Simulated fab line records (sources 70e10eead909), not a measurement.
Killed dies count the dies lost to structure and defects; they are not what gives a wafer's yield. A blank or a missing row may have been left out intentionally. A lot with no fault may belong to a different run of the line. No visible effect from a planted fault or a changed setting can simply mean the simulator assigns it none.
Chamber matching ; flow nand harc ; NHARC_A_STAIRCASE_DESCUM_168 on rie diel-11 has 4 sister chambers
The step chemistry O2, time 3 s. 16 wafers are shown with their chamber, then 8 later ones without.

WAFERS, EACH WITH ITS CHAMBER
wafer;chamber;drypump motor current A (A);oes product au (a.u.);showerhead plenum p Torr (Torr)
L074.2;0;6.21;0.985;1.78
L074.5;3;5.90;0.988;1.88
L074.6;2;5.96;0.999;1.86
L076.1;1;5.46;1.000;1.95
L076.3;0;6.20;0.978;1.78
L076.4;2;5.94;0.999;1.86
L081.1;0;6.21;0.986;1.77
L081.2;2;5.92;1.004;1.85
L081.4;1;5.46;1.001;1.94
L086.4;1;5.48;1.000;1.94
L086.5;1;5.46;0.991;1.94
L086.6;2;5.92;1.003;1.85
L088.1;0;6.18;0.989;2.07
L088.3;2;5.85;1.001;1.85
L088.6;3;5.90;0.993;1.87
L093.1;3;5.90;0.988;1.87

SIGNATURES, as means of the wafers listed above
reading;chamber 0;chamber 1;chamber 2;chamber 3;scatter within a chamber
drypump motor current A;6.2000;5.4650;5.9180;5.9000;0.0255
oes product au;0.98450;0.99800;1.00120;0.98967;0.00375
showerhead plenum p Torr;1.8500;1.9425;1.8540;1.8733;0.0735
Rule: for a wafer and a chamber, the distance is found by dividing, reading by reading, the gap between the wafer's reading and the chamber's mean by the reading's scatter, squaring, summing and taking the root. The wafer belongs to the nearest chamber; if the next one is less than 2 further off, it can't be placed. The scatter: take each reading less its chamber's mean, square it, sum over the shown wafers, divide by the number of wafers less the number of chambers, and take the root.

WAFERS WITHOUT THEIR CHAMBER
wafer;drypump motor current A (A);oes product au (a.u.);showerhead plenum p Torr (Torr)
L093.4;5.48;0.992;1.93
L093.6;5.49;0.987;1.93
L092.3;5.91;1.000;1.84
L092.4;5.91;1.005;1.87
L092.6;5.92;0.998;1.87
L097.2;5.91;0.985;1.86
L097.4;5.94;0.996;1.84
L097.5;5.47;0.986;1.93

WHICH CHAMBER EACH WENT THROUGH
wafer;from the rows above;in truth
L093.4;1;1
L093.6;1;1
L092.3;2;2
L092.4;2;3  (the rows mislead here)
L092.6;can't be placed: 2 or 3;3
L097.2;3;3
L097.4;can't be placed: 2 or 3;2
L097.5;1;1
Correctly placed: 5 of 8. These rows do not allow placing 2 (true chamber among the candidates in 2). 1 placed wrongly.
